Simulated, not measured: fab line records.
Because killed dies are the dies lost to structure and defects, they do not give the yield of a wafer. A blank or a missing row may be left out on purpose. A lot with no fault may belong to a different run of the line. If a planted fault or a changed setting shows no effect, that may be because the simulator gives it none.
fab line records	flow nand-harc
record lots=24	wafers=72	last-day=33
route steps=1302 shown P_GATE@172 P_M0@278 P_M1@298 P_M2@334
lots untouched by any fault: they come from a run of this same line in which no faults occurred
start-h: hours from the record's first day to the start of the lot's first wafer shown	wait-h: hours elapsed since this lot's preceding step	" as in the row above	L1.1+2: one row covering several wafers at once	- no value, or no start was given	* or withheld: withheld	< > ~ a bound
route shown NAME@n: names a module that has steps shown in the file, with the first one's number in the route	usual: average and standard deviation across the fault-free wafers	same: alike in all rows	chamber/n: place in a boat	sites: the reading at each site	_std_site: the values' standard deviation	_edge_site: the outer-site mean with the inner-site mean subtracted	radius-mm: for every site, how far away it sits from the centre of the wafer	mask NAME#n: copy n	behind: the last tool/chamber to shape the wafer	hold: what put the lot on hold/how long, in hours/how the hold closed	device: transistor that didn't switch, given as n, p or np	end of line: the tests these same wafers got at the end of their route	a step with no rows: only its recipe	killed: at the first sort, the dies lost to defects and structure; wafer yield is something else	map: a wafer's dies, marking killed ones x, the rest . and places with no die _
set.NAME: the setting as run; set.NAME@STEP: as run at that earlier step	model.NAME: the simulator's own value behind a step, which no gauge read
the route's steps for a sample of lots (tables are steps, rows are wafers)
services: when a tool's chamber went out of use (start-h, in hours from the record's first day, below 0 if earlier), for how many hours, and the reason
## steps
# step NHARC_P_GATE_DESCUM_48
# recipe time-s=3	o2-flow-sccm=200	ar-flow-sccm=0	bias-power-w=0	chemistry=O2
# usual drypump-motor-current-A=5.4/0.36	oes-product-au=1.002/0.007	rf-vpp-V=57.9/1	showerhead-plenum-p-Torr=1.92/0.075	throttle-valve-pct=11.310/0.0093
# same time-s=3
lot.wafer	tool	chamber	start-h	wait-h	drypump-motor-current-A	oes-product-au	rf-hours-counter-h	rf-vpp-V	showerhead-plenum-p-Torr	throttle-valve-pct
L074.2	rie-diel-09	1	106.88	-	4.8	0.998	6	58.3	1.97	11.320
L074.3	"	0	"	"	5.6	1.001	7	57.8	2.01	11.301
L074.6	"	2	"	"	5.3	1.009	-	56.8	1.91	11.313
L075.5	rie-diel-06	2	120.11	-	5.6	0.992	-	58.1	1.89	11.316
L075.6	"	3	"	"	5.6	0.992	-	57.7	2.01	11.300
L075.4	"	1	"	"	5.0	1.009	-	56.5	1.82	11.307
L076.2	rie-diel-09	3	127.09	-	5.7	1.009	7	55.7	1.81	11.313
L076.3	"	0	"	"	5.6	1.006	7	58.4	2.01	11.307
L076.6	"	1	"	"	4.8	1.014	-	58.4	1.97	11.310
L077.2	rie-diel-09	1	141.03	-	4.8	1.013	7	56.3	1.97	11.312
L077.4	"	2	"	"	5.3	1.000	6	56.6	1.91	11.296
L077.5	"	1	"	"	4.8	1.002	-	58.0	1.97	11.316
L078.1	rie-diel-09	0	152.67	-	5.5	1.013	0	57.5	2.01	11.308
L078.3	"	2	"	"	5.3	0.996	0	57.1	1.91	11.314
L078.6	"	1	"	"	4.8	1.010	-	59.9	1.96	11.313
L079.4	rie-diel-09	2	160.08	-	5.3	1.004	0	58.1	1.91	11.309
L079.1	"	0	"	"	5.6	1.001	0	58.1	2.01	11.301
L079.5	"	2	"	"	5.3	1.005	-	58.1	1.91	11.299
L080.4	rie-diel-09	3	173.19	-	5.8	1.016	0	58.2	1.81	11.304
L080.1	"	0	"	"	5.5	1.003	0	58.4	2.01	11.321
L080.2	"	1	"	"	4.8	1.003	0	57.5	1.96	11.308
L081.3	rie-diel-09	1	186.24	-	4.8	0.996	1	59.6	1.96	11.317
L081.2	"	3	"	"	5.8	1.000	1	57.5	1.81	11.309
L081.4	"	0	"	"	5.6	0.999	1	57.9	2.01	11.299
L082.1	rie-diel-06	0	194.02	-	5.3	0.993	3	59.5	1.96	11.317
L082.3	"	1	"	"	5.0	0.994	3	56.5	1.82	11.307
L082.5	"	1	"	"	5.0	0.991	-	58.7	1.82	11.304
L083.3	rie-diel-09	2	204.38	-	5.3	0.990	2	60.3	1.91	11.322
L083.5	"	2	"	"	5.3	0.995	-	59.1	1.91	11.296
L083.6	"	3	"	"	5.8	0.988	-	58.7	1.81	11.309
L084.3	rie-diel-09	3	220.54	-	5.7	1.003	2	56.5	1.81	11.304
L084.2	"	2	"	"	5.3	1.004	2	57.9	1.91	11.311
L084.6	"	0	"	"	5.5	0.997	-	58.2	2.01	11.314
L085.2	rie-diel-07	2	221.77	-	5.1	1.001	5	57.0	1.79	11.310
L085.4	"	0	"	"	5.9	0.991	7	58.5	1.99	11.305
L085.5	"	2	"	"	5.1	1.001	-	57.8	1.79	11.305
L086.3	rie-diel-09	1	235.37	-	4.8	1.004	3	57.9	1.96	11.306
L086.5	"	0	"	"	5.6	1.012	-	58.5	2.00	11.307
L086.6	"	1	"	"	4.8	1.012	-	58.3	1.96	11.315
L088.2	rie-diel-09	1	253.34	-	4.8	1.012	4	58.7	1.96	11.314
L088.3	"	2	"	"	5.3	1.003	4	57.7	1.90	11.301
L088.6	"	1	"	"	4.8	1.006	-	58.4	1.96	11.317
L087.1	rie-diel-07	2	253.88	-	5.1	1.011	7	60.2	1.79	11.300
L087.5	"	3	"	"	5.8	1.012	-	57.8	1.93	11.291
L087.6	"	0	"	"	5.9	0.999	-	59.3	1.98	11.321
L089.1	rie-diel-07	3	260.09	-	5.8	0.997	8	59.0	1.93	11.292
L089.6	"	3	"	"	5.8	1.004	-	59.2	1.93	11.318
L089.5	"	0	"	"	5.9	0.996	-	58.3	1.98	11.297
L090.1	rie-diel-07	3	263.62	-	5.8	0.990	8	58.4	1.93	11.296
L090.2	"	0	"	"	5.9	0.992	10	60.0	1.99	11.308
L090.5	"	3	"	"	5.8	1.011	-	58.1	1.93	11.302
L091.4	rie-diel-07	2	275.35	-	5.2	1.017	9	57.7	1.79	11.316
L091.2	"	1	"	"	5.8	1.003	10	57.0	1.99	11.292
L091.5	"	3	"	"	5.8	0.997	-	57.8	1.93	11.316
L092.3	rie-diel-09	0	288.49	-	5.6	1.008	4	56.9	2.00	11.322
L092.1	"	1	"	"	4.8	1.015	4	57.2	1.96	11.311
L092.5	"	0	"	"	5.6	1.021	-	58.4	2.00	11.311
L093.2	rie-diel-09	3	306.12	-	5.8	1.000	5	57.5	1.80	11.308
L093.4	"	1	"	"	4.8	0.998	5	59.5	1.96	11.313
L093.1	"	2	"	"	5.3	1.007	5	56.8	1.90	11.305
L094.1	rie-diel-06	0	306.95	-	5.3	0.997	8	59.8	1.96	11.330
L094.3	"	2	"	"	5.6	0.997	9	57.9	1.89	11.308
L094.2	"	3	"	"	5.6	1.001	9	57.1	2.01	11.321
L095.3	rie-diel-07	1	320.86	-	5.7	1.011	2	56.7	1.99	11.324
L095.4	"	3	"	"	5.8	0.998	1	57.6	1.93	11.317
L095.1	"	0	"	"	5.9	1.005	2	58.0	1.98	11.302
L097.3	rie-diel-06	1	338.05	-	5.0	0.990	1	57.6	1.82	11.306
L097.1	"	2	"	"	5.6	1.000	1	57.1	1.88	11.304
L097.4	"	3	"	"	5.6	1.004	1	57.9	2.01	11.318
L096.4	rie-diel-07	1	338.94	-	5.7	1.003	2	57.6	1.99	11.301
L096.2	"	2	"	"	5.1	1.000	2	57.2	1.78	11.313
L096.6	"	0	"	"	5.9	1.007	-	59.5	1.98	11.322
# step NHARC_P_M0_CMP_23
# recipe t-overpolish-s=20	target-thk-nm=117.54
# usual motor-current-A=12.5/1.3	time-to-endpoint-s=28.0/2.6
# same t-overpolish-s=20
lot.wafer	tool	chamber	start-h	wait-h	motor-current-A	time-to-endpoint-s
L074.3	cmp-02	3	121.62	-	13.0	29.5
L074.2	"	1	"	"	11.9	26.8
L074.6	"	3	"	"	13.2	27.5
L075.4	cmp-02	1	134.36	-	12.3	29.6
L075.5	"	1	"	"	12.1	28.0
L075.6	"	2	"	"	11.9	25.7
L076.3	cmp-04	0	141.14	-	13.0	28.6
L076.2	"	2	"	"	12.8	28.1
L076.6	"	1	"	"	12.3	29.0
L077.4	cmp-01	1	155.45	-	10.3	30.7
L077.2	"	0	"	"	12.6	27.0
L077.5	"	2	"	"	15.1	28.0
L078.3	cmp-04	3	167.74	-	12.1	28.9
L078.1	"	0	"	"	12.4	26.2
L078.6	"	2	"	"	11.7	25.9
L079.1	cmp-01	0	175.01	-	12.2	24.3
L079.4	"	2	"	"	15.7	27.3
L079.5	"	3	"	"	12.0	24.7
L080.2	cmp-04	2	187.74	-	12.3	30.5
L080.1	"	3	"	"	12.2	27.2
L080.4	"	1	"	"	13.4	28.9
L081.4	cmp-02	1	200.53	-	12.6	28.8
L081.3	"	2	"	"	11.6	28.2
L081.2	"	3	"	"	13.1	28.5
L082.1	cmp-02	2	208.34	-	11.7	31.1
L082.3	"	0	"	"	11.6	30.2
L082.5	"	2	"	"	12.0	32.0
L083.3	cmp-01	0	218.77	-	12.3	24.7
L083.5	"	3	"	"	13.0	24.9
L083.6	"	0	"	"	12.3	26.7
L084.2	cmp-01	1	235.26	-	10.3	25.2
L084.3	"	2	"	"	15.7	27.0
L084.6	"	0	"	"	12.4	24.4
L085.2	cmp-01	1	236.36	-	10.4	25.7
L085.4	"	0	"	"	12.5	26.5
L085.5	"	2	"	"	15.0	26.7
L086.3	cmp-04	1	250.34	-	12.0	30.6
L086.5	"	3	"	"	12.2	28.8
L086.6	"	0	"	"	12.9	27.7
L088.2	cmp-04	2	268.06	-	12.2	31.1
L088.3	"	0	"	"	12.7	30.3
L088.6	"	3	"	"	12.1	32.3
L087.1	cmp-04	3	269.21	-	12.1	30.3
L087.6	"	3	"	"	12.6	32.6
L087.5	"	0	"	"	12.8	30.3
L089.1	cmp-01	1	274.41	-	10.2	26.4
L089.6	"	2	"	"	15.1	24.7
L089.5	"	3	"	"	12.7	20.1
L090.2	cmp-02	0	277.93	-	11.7	29.1
L090.1	"	1	"	"	12.4	27.7
L090.5	"	0	"	"	12.6	28.8
L091.4	cmp-01	1	289.66	-	10.2	26.9
L091.2	"	3	"	"	12.0	25.7
L091.5	"	1	"	"	10.2	28.3
L092.1	cmp-01	1	302.80	-	10.7	28.0
L092.3	"	0	"	"	12.6	27.0
L092.5	"	1	"	"	10.4	28.4
L093.4	cmp-01	0	320.83	-	12.3	24.1
L093.1	"	1	"	"	10.1	26.7
L093.2	"	2	"	"	14.8	23.4
L094.2	cmp-02	1	322.13	-	12.4	32.4
L094.1	"	2	"	"	11.8	33.0
L094.3	"	3	"	"	13.2	32.7
L095.3	cmp-01	2	335.74	-	15.1	29.2
L095.1	"	0	"	"	12.3	27.2
L095.4	"	1	"	"	10.4	27.2
L097.4	cmp-04	2	352.58	-	12.5	29.7
L097.1	"	3	"	"	12.1	30.0
L097.3	"	0	"	"	12.1	28.7
L096.2	cmp-01	1	353.36	-	10.3	29.0
L096.4	"	2	"	"	16.1	28.3
L096.6	"	0	"	"	12.7	23.7
# step NHARC_P_M1_DESCUM_14
# recipe time-s=3	o2-flow-sccm=200	ar-flow-sccm=0	bias-power-w=0	chemistry=O2
# usual drypump-motor-current-A=5.9/0.56	oes-product-au=0.998/0.0071	rf-vpp-V=57.7/0.89	showerhead-plenum-p-Torr=1.88/0.089	throttle-valve-pct=11.311/0.0092
# same time-s=3
lot.wafer	tool	chamber	start-h	wait-h	drypump-motor-current-A	oes-product-au	rf-hours-counter-h	rf-vpp-V	showerhead-plenum-p-Torr	throttle-valve-pct
L074.2	rie-diel-05	3	123.67	0.1	5.7	1.001	4	57.7	1.82	11.289
L074.3	"	1	"	"	6.7	0.990	4	58.7	1.93	11.307
L074.6	"	3	"	"	5.7	1.000	-	56.1	1.83	11.316
L075.4	rie-diel-02	2	136.41	0.1	5.3	1.004	7	58.5	1.82	11.317
L075.5	"	2	"	"	5.3	1.000	-	57.0	1.82	11.328
L075.6	"	3	"	"	5.9	0.993	-	58.1	1.98	11.306
L076.2	rie-diel-05	0	143.17	0.1	6.1	1.011	4	60.1	2.06	11.315
L076.3	"	1	"	"	6.8	0.993	5	58.2	1.93	11.301
L076.6	"	2	"	"	6.1	1.006	-	56.5	1.81	11.306
L077.4	rie-diel-05	2	157.51	0.1	6.1	1.001	6	58.6	1.81	11.296
L077.2	"	1	"	"	6.7	0.986	6	57.0	1.93	11.293
L077.5	"	2	"	"	6.1	1.008	-	58.8	1.81	11.302
L078.1	rie-diel-02	2	169.74	0.1	5.3	1.009	9	57.8	1.82	11.328
L078.3	"	3	"	"	5.8	0.994	11	55.1	1.98	11.287
L078.6	"	1	"	"	6.4	1.014	-	58.1	1.91	11.324
L079.1	rie-diel-05	2	177.05	0.1	6.1	1.002	7	55.5	1.81	11.294
L079.4	"	3	"	"	5.8	0.991	7	58.8	1.82	11.310
L079.5	"	1	"	"	6.8	0.999	-	58.0	1.93	11.317
L080.2	rie-diel-05	3	189.79	0.1	5.7	1.016	8	56.8	1.82	11.323
L080.1	"	1	"	"	6.8	0.997	8	57.6	1.93	11.321
L080.4	"	2	"	"	6.1	1.001	8	57.3	1.81	11.297
L081.4	rie-diel-05	0	202.44	0.1	6.0	0.997	9	57.9	2.06	11.318
L081.2	"	1	"	"	6.8	0.979	9	57.1	1.93	11.320
L081.3	"	2	"	"	6.1	0.986	9	58.2	1.81	11.309
L082.3	rie-diel-12	3	210.22	0.1	6.2	1.003	23	57.3	1.89	11.303
L082.1	"	0	"	"	5.7	0.994	22	58.9	2.01	11.311
L082.5	"	2	"	"	6.3	0.994	-	56.6	1.84	11.306
L083.3	rie-diel-05	3	220.83	0.1	5.7	1.000	10	56.8	1.82	11.303
L083.5	"	0	"	"	6.0	1.010	-	58.9	2.06	11.312
L083.6	"	1	"	"	6.7	0.984	-	58.7	1.93	11.307
L084.3	rie-diel-02	0	237.34	0.1	4.8	1.006	2	55.8	1.78	11.301
L084.2	"	1	"	"	6.4	0.995	2	58.3	1.91	11.303
L084.6	"	3	"	"	5.9	0.998	-	57.1	1.98	11.319
L085.4	rie-diel-02	2	238.29	0.1	5.3	0.993	2	57.3	1.81	11.311
L085.2	"	0	"	"	4.9	1.002	2	57.8	1.78	11.308
L085.5	"	3	"	"	5.8	1.007	-	57.4	1.98	11.312
L086.3	rie-diel-02	0	252.34	0.1	4.9	0.999	2	58.0	1.78	11.309
L086.6	"	0	"	"	4.8	1.005	-	58.0	1.78	11.316
L086.5	"	1	"	"	6.4	0.997	-	57.7	1.91	11.313
L088.3	rie-diel-02	0	270.00	0.1	4.8	0.985	4	58.3	1.78	11.308
L088.2	"	1	"	"	6.4	0.990	4	58.6	1.91	11.289
L088.6	"	0	"	"	4.8	0.989	-	56.8	1.78	11.306
L087.1	rie-diel-05	3	271.24	0.1	5.7	0.999	3	58.2	1.82	11.290
L087.6	"	3	"	"	5.7	0.998	-	57.4	1.82	11.317
L087.5	"	1	"	"	6.7	0.999	-	57.0	1.93	11.315
L089.1	rie-diel-05	3	276.39	0.1	5.7	1.003	4	56.7	1.82	11.318
L089.5	"	2	"	"	6.1	0.994	-	58.6	1.81	11.303
L089.6	"	3	"	"	5.7	0.998	-	58.1	1.82	11.318
L090.1	rie-diel-05	1	279.96	0.1	6.8	0.999	3	56.2	1.93	11.307
L090.2	"	3	"	"	5.7	1.004	4	58.5	1.82	11.309
L090.5	"	1	"	"	6.8	0.992	-	58.6	1.93	11.305
L091.4	rie-diel-02	0	291.69	0.1	4.8	0.995	6	56.7	1.78	11.302
L091.2	"	1	"	"	6.4	0.984	6	58.3	1.91	11.309
L091.5	"	0	"	"	4.8	0.994	-	57.1	1.78	11.314
L092.1	rie-diel-02	2	304.85	0.1	5.3	1.005	7	57.5	1.81	11.311
L092.3	"	3	"	"	5.8	0.997	6	57.7	1.98	11.300
L092.5	"	3	"	"	5.8	1.000	-	58.2	1.98	11.317
L093.1	rie-diel-02	0	322.88	0.1	4.9	0.989	8	56.7	1.78	11.310
L093.4	"	1	"	"	6.4	0.994	8	57.9	1.91	11.328
L093.2	"	2	"	"	5.3	0.998	8	57.6	1.81	11.313
L094.3	rie-diel-02	0	324.15	0.1	4.8	1.007	8	56.9	1.78	11.301
L094.2	"	1	"	"	6.4	1.006	8	57.2	1.91	11.309
L094.1	"	2	"	"	5.3	1.000	8	57.9	1.81	11.305
L095.4	rie-diel-02	0	337.81	0.1	4.8	1.001	8	56.4	1.78	11.314
L095.1	"	1	"	"	6.4	1.005	10	57.0	1.91	11.303
L095.3	"	2	"	"	5.2	0.996	9	56.4	1.81	11.311
L097.1	rie-diel-05	2	354.61	0.1	6.1	0.990	8	56.5	1.81	11.306
L097.3	"	3	"	"	5.7	1.010	8	58.4	1.82	11.309
L097.4	"	0	"	"	6.1	0.999	8	58.2	2.06	11.311
L096.2	rie-diel-05	2	355.40	0.1	6.1	0.990	8	58.2	1.81	11.320
L096.4	"	3	"	"	5.8	0.994	8	58.8	1.82	11.314
L096.6	"	1	"	"	6.7	0.997	-	57.3	1.93	11.315
# step NHARC_P_M2_CD_MEAS_16
# usual cd-nm=170.0/0.67
lot.wafer	tool	chamber	start-h	wait-h	cd-nm
L074.2	cd-sem-01	-	128.21	-	169.0
L074.3	"	-	"	"	170.6
L074.6	"	-	"	"	170.1
L075.4	cd-sem-01	-	140.93	-	170.6
L075.5	"	-	"	"	170.0
L075.6	"	-	"	"	170.4
L076.2	cd-sem-01	-	147.52	-	170.3
L076.3	"	-	"	"	171.0
L076.6	"	-	"	"	170.6
L077.2	cd-sem-03	-	161.82	-	170.2
L077.4	"	-	"	"	170.8
L077.5	"	-	"	"	169.9
L078.1	cd-sem-03	-	174.26	-	168.0
L078.3	"	-	"	"	168.9
L078.6	"	-	"	"	168.9
L079.1	cd-sem-02	-	181.61	-	169.6
L079.4	"	-	"	"	170.2
L079.5	"	-	"	"	169.3
L080.1	cd-sem-02	-	194.32	-	169.4
L080.2	"	-	"	"	169.8
L080.4	"	-	"	"	170.2
L081.2	cd-sem-02	-	207.08	-	168.8
L081.3	"	-	"	"	170.1
L081.4	"	-	"	"	169.4
L082.1	cd-sem-03	-	219.78	-	169.3
L082.3	"	-	"	"	170.1
L082.5	"	-	"	"	170.3
L083.3	cd-sem-01	-	225.29	-	170.1
L083.5	"	-	"	"	170.7
L083.6	"	-	"	"	170.0
L084.2	cd-sem-03	-	241.84	-	169.8
L084.3	"	-	"	"	169.0
L084.6	"	-	"	"	170.4
L085.2	cd-sem-01	-	242.89	-	169.5
L085.4	"	-	"	"	169.9
L085.5	"	-	"	"	169.7
L086.3	cd-sem-03	-	256.81	-	170.4
L086.5	"	-	"	"	170.2
L086.6	"	-	"	"	169.8
L088.2	cd-sem-01	-	274.37	-	169.2
L088.3	"	-	"	"	169.5
L088.6	"	-	"	"	169.1
L087.1	cd-sem-03	-	275.63	-	169.3
L087.5	"	-	"	"	170.1
L087.6	"	-	"	"	168.9
L089.1	cd-sem-02	-	280.75	-	170.6
L089.5	"	-	"	"	171.2
L089.6	"	-	"	"	170.3
L090.1	cd-sem-02	-	284.43	-	169.8
L090.2	"	-	"	"	169.8
L090.5	"	-	"	"	169.3
L091.2	cd-sem-02	-	296.63	-	169.9
L091.4	"	-	"	"	170.1
L091.5	"	-	"	"	170.0
L092.1	cd-sem-01	-	309.30	-	170.4
L092.3	"	-	"	"	170.9
L092.5	"	-	"	"	171.1
L093.1	cd-sem-02	-	327.33	-	170.9
L093.2	"	-	"	"	169.7
L093.4	"	-	"	"	170.8
L094.1	cd-sem-03	-	328.67	-	171.0
L094.2	"	-	"	"	170.3
L094.3	"	-	"	"	169.9
L095.1	cd-sem-02	-	342.31	-	169.7
L095.3	"	-	"	"	169.2
L095.4	"	-	"	"	169.3
L097.1	cd-sem-01	-	359.06	-	170.3
L097.3	"	-	"	"	170.8
L097.4	"	-	"	"	170.6
L096.2	cd-sem-02	-	359.84	-	171.3
L096.4	"	-	"	"	171.3
L096.6	"	-	"	"	171.0
# step NHARC_P_M2_ETCH_28
# recipe target-depth-a=300	over-etch-frac=0.3	time-s=72.99	ion-energy-ev=150	cf4-flow-sccm=50	n2-flow-sccm=100	ar-flow-sccm=150	rf-w=300	bias-w=100	chemistry=CF4/N2
# usual drypump-motor-current-A=5.5/0.38	oes-product-au=1.002/0.0076	rf-vpp-V=314.8/1.9	showerhead-plenum-p-Torr=2.67/0.11	throttle-valve-pct=19.793/0.0083
# same time-s=72.99
lot.wafer	tool	chamber	start-h	wait-h	drypump-motor-current-A	oes-product-au	rf-hours-counter-h	rf-vpp-V	showerhead-plenum-p-Torr	throttle-valve-pct
L074.2	rie-diel-07	1	-	-	5.7	1.016	0.1	316.3	2.73	19.793
L074.3	"	0	"	"	5.9	0.995	0.1	316.4	2.72	19.810
L074.6	"	1	"	"	5.7	1.011	-	315.5	2.73	19.797
L075.4	rie-diel-07	2	-	-	5.2	1.004	0.7	312.3	2.46	19.787
L075.5	"	3	"	"	5.8	0.994	-	314.3	2.65	19.791
L075.6	"	0	"	"	5.9	0.998	-	316.4	2.72	19.796
L076.2	rie-diel-07	3	-	-	5.8	1.011	0.9	314.1	2.65	19.792
L076.3	"	0	"	"	5.9	1.001	1.4	315.2	2.72	19.795
L076.6	"	1	"	"	5.7	1.005	-	316.1	2.73	19.795
L077.2	rie-diel-13	3	-	-	5.9	0.994	8.9	316.6	2.73	19.785
L077.4	"	0	"	"	5.1	1.002	7.7	316.1	2.82	19.783
L077.5	"	3	"	"	5.9	0.998	-	315.3	2.73	19.781
L078.3	rie-diel-13	0	-	-	5.1	0.999	0.1	317.6	2.82	19.804
L078.1	"	1	"	"	6.0	0.990	0.1	314.9	2.55	19.806
L078.6	"	0	"	"	5.1	0.992	-	317.3	2.82	19.787
L079.4	rie-diel-09	2	-	-	5.3	1.000	0.7	313.8	2.62	19.776
L079.1	"	3	"	"	5.8	0.993	0.7	312.9	2.49	19.802
L079.5	"	2	"	"	5.3	0.995	-	314.7	2.62	19.794
L080.1	rie-diel-09	1	-	-	4.8	1.002	1.6	315.2	2.69	19.797
L080.2	"	2	"	"	5.3	1.005	1.4	314.1	2.62	19.790
L080.4	"	0	"	"	5.6	1.009	1.6	316.2	2.75	19.797
L081.2	rie-diel-09	1	-	-	4.8	0.999	1.8	316.0	2.69	19.801
L081.4	"	2	"	"	5.3	1.008	1.6	315.0	2.62	19.787
L081.3	"	3	"	"	5.8	1.005	1.5	311.3	2.49	19.795
L082.1	rie-diel-13	3	-	-	5.9	0.988	2.1	316.3	2.73	19.791
L082.3	"	1	"	"	6.1	0.998	2.1	312.1	2.55	19.793
L082.5	"	3	"	"	5.9	1.004	-	314.3	2.73	19.801
L083.3	rie-diel-07	2	-	-	5.1	1.013	4.8	311.2	2.46	19.797
L083.5	"	3	"	"	5.8	1.012	-	313.5	2.65	19.787
L083.6	"	0	"	"	5.9	1.000	-	318.1	2.72	19.800
L084.3	rie-diel-13	1	-	-	6.0	0.988	3.7	313.4	2.55	19.804
L084.2	"	0	"	"	5.1	0.990	3.9	315.4	2.82	19.792
L084.6	"	0	"	"	5.1	1.000	-	317.5	2.82	19.798
L085.2	rie-diel-09	3	-	-	5.8	0.997	3.7	311.1	2.48	19.787
L085.4	"	3	"	"	5.8	1.000	-	311.9	2.48	19.783
L085.5	"	0	"	"	5.5	1.008	-	316.5	2.74	19.791
L086.3	rie-diel-07	2	-	-	5.1	1.002	6.8	311.1	2.46	19.797
L086.5	"	3	"	"	5.8	1.000	-	315.7	2.65	19.776
L086.6	"	0	"	"	5.9	0.999	-	314.5	2.72	19.802
L088.3	rie-diel-13	0	-	-	5.1	0.999	5.4	316.6	2.82	19.787
L088.2	"	2	"	"	5.4	0.989	3.9	316.0	2.77	19.787
L088.6	"	0	"	"	5.1	1.007	-	317.7	2.81	19.800
L087.1	rie-diel-07	0	-	-	5.9	0.995	11.1	314.9	2.72	19.795
L087.5	"	3	"	"	5.8	1.006	-	314.5	2.65	19.779
L087.6	"	0	"	"	5.9	1.009	-	314.9	2.72	19.788
L089.1	rie-diel-13	2	-	-	5.4	0.993	4.1	316.3	2.77	19.798
L089.6	"	2	"	"	5.4	0.999	-	317.2	2.77	19.787
L089.5	"	3	"	"	5.9	0.997	-	317.0	2.73	19.791
L090.1	rie-diel-13	0	-	-	5.1	1.019	5.6	317.3	2.82	19.786
L090.2	"	1	"	"	6.0	1.005	5.3	313.3	2.55	19.800
L090.5	"	1	"	"	6.1	1.003	-	313.3	2.55	19.797
L091.4	rie-diel-09	2	-	-	5.3	1.009	4.9	312.9	2.61	19.783
L091.2	"	3	"	"	5.7	0.998	4.6	312.6	2.48	19.779
L091.5	"	3	"	"	5.8	0.998	-	311.7	2.48	19.779
L092.1	rie-diel-07	0	-	-	5.9	1.016	0.7	316.3	2.72	19.793
L092.3	"	3	"	"	5.8	1.008	0.7	314.1	2.65	19.793
L092.5	"	0	"	"	5.9	1.009	-	314.4	2.72	19.803
L093.2	rie-diel-13	1	-	-	6.0	0.996	6.7	311.5	2.55	19.800
L093.4	"	2	"	"	5.3	0.993	5.7	315.0	2.77	19.802
L093.1	"	0	"	"	5.1	1.008	7.2	316.4	2.81	19.786
L094.2	rie-diel-13	3	-	-	5.9	1.005	7.1	315.8	2.73	19.785
L094.1	"	0	"	"	5.1	1.011	7.2	317.0	2.81	19.795
L094.3	"	2	"	"	5.4	1.003	5.8	316.6	2.77	19.790
L095.1	rie-diel-09	1	-	-	4.8	1.005	2.0	315.2	2.69	19.797
L095.3	"	3	"	"	5.8	1.009	1.5	312.0	2.48	19.783
L095.4	"	0	"	"	5.6	0.996	2.0	316.4	2.74	19.799
L097.1	rie-diel-09	0	-	-	5.6	1.001	2.4	314.4	2.74	19.800
L097.4	"	2	"	"	5.3	1.000	1.0	312.9	2.61	19.785
L097.3	"	3	"	"	5.7	1.010	1.9	311.1	2.48	19.796
L096.2	rie-diel-09	2	-	-	5.3	0.996	1.1	313.8	2.61	19.798
L096.4	"	0	"	"	5.6	1.006	2.5	316.1	2.74	19.781
L096.6	"	3	"	"	5.8	1.012	-	311.8	2.48	19.813
# step NHARC_P_M2_DEGAS_29
# recipe temp-c=250	time-s=60
# usual heater-power-w=326/33
# same time-s=60
lot.wafer	tool	chamber	start-h	wait-h	heater-power-w
L074.3	pvd-sputter-01	-	128.93	-	284
L074.2	"	-	"	"	370
L074.6	"	-	"	"	349
L075.4	pvd-sputter-02	-	141.64	-	292
L075.5	"	-	"	"	300
L075.6	"	-	"	"	313
L076.3	pvd-sputter-01	-	148.24	-	354
L076.2	"	-	"	"	356
L076.6	"	-	"	"	297
L077.4	pvd-sputter-03	-	162.55	-	268
L077.2	"	-	"	"	292
L077.5	"	-	"	"	342
L078.3	pvd-sputter-02	-	174.98	-	322
L078.1	"	-	"	"	291
L078.6	"	-	"	"	291
L079.1	pvd-sputter-01	-	182.33	-	346
L079.4	"	-	"	"	294
L079.5	"	-	"	"	364
L080.2	pvd-sputter-03	-	195.03	-	327
L080.1	"	-	"	"	261
L080.4	"	-	"	"	334
L081.4	pvd-sputter-03	-	207.80	-	289
L081.3	"	-	"	"	335
L081.2	"	-	"	"	326
L082.1	pvd-sputter-01	-	220.52	-	286
L082.3	"	-	"	"	352
L082.5	"	-	"	"	362
L083.3	pvd-sputter-01	-	226.01	-	281
L083.6	"	-	"	"	365
L083.5	"	-	"	"	346
L084.2	pvd-sputter-01	-	242.62	-	361
L084.3	"	-	"	"	304
L084.6	"	-	"	"	369
L085.4	pvd-sputter-02	-	243.68	-	316
L085.2	"	-	"	"	295
L085.5	"	-	"	"	298
L086.3	pvd-sputter-01	-	257.53	-	359
L086.6	"	-	"	"	361
L086.5	"	-	"	"	356
L088.2	pvd-sputter-02	-	275.10	-	293
L088.3	"	-	"	"	322
L088.6	"	-	"	"	295
L087.1	pvd-sputter-03	-	276.35	-	342
L087.6	"	-	"	"	335
L087.5	"	-	"	"	328
L089.1	pvd-sputter-03	-	281.47	-	260
L089.5	"	-	"	"	324
L089.6	"	-	"	"	273
L090.2	pvd-sputter-01	-	285.16	-	300
L090.1	"	-	"	"	363
L090.5	"	-	"	"	356
L091.2	pvd-sputter-02	-	297.36	-	301
L091.4	"	-	"	"	279
L091.5	"	-	"	"	306
L092.3	pvd-sputter-01	-	310.01	-	361
L092.1	"	-	"	"	361
L092.5	"	-	"	"	359
L093.1	pvd-sputter-03	-	328.05	-	326
L093.4	"	-	"	"	263
L093.2	"	-	"	"	285
L094.2	pvd-sputter-01	-	329.38	-	354
L094.1	"	-	"	"	358
L094.3	"	-	"	"	360
L095.4	pvd-sputter-01	-	343.03	-	355
L095.3	"	-	"	"	351
L095.1	"	-	"	"	299
L097.4	pvd-sputter-01	-	359.78	-	302
L097.1	"	-	"	"	365
L097.3	"	-	"	"	362
L096.4	pvd-sputter-02	-	360.56	-	285
L096.2	"	-	"	"	330
L096.6	"	-	"	"	306
## services
tool	chamber	start-h	hours	kind
rie-diel-05	1	82.93	2.4	repair
rie-diel-05	0	89.54	2.8	repair
cmp-01	-	97.19	1.2	repair
rie-diel-02	2	99.74	14.3	repair
rie-diel-07	2	104.51	5.0	repair
cmp-01	-	113.64	4.0	pm
rie-diel-07	-	117.20	9.0	pm
cmp-01	-	129.64	0.9	repair
rie-diel-09	-	143.10	9.0	pm
rie-diel-02	1	160.45	8.5	repair
rie-diel-09	0	163.07	6.6	repair
rie-diel-07	1	172.11	5.1	repair
cmp-01	-	176.33	35.3	repair
rie-diel-07	3	200.40	4.0	repair
rie-diel-05	-	229.60	9.0	pm
rie-diel-09	1	240.36	4.9	repair
rie-diel-09	2	243.48	5.8	repair
rie-diel-09	-	270.74	13.2	repair
rie-diel-07	-	294.20	9.0	pm
rie-diel-05	1	309.76	6.2	repair
pvd-sputter-01	-	315.18	2.0	repair
rie-diel-09	1	318.38	2.7	repair
rie-diel-09	-	320.10	9.0	pm
rie-diel-09	2	331.54	8.0	repair
## key
fault none
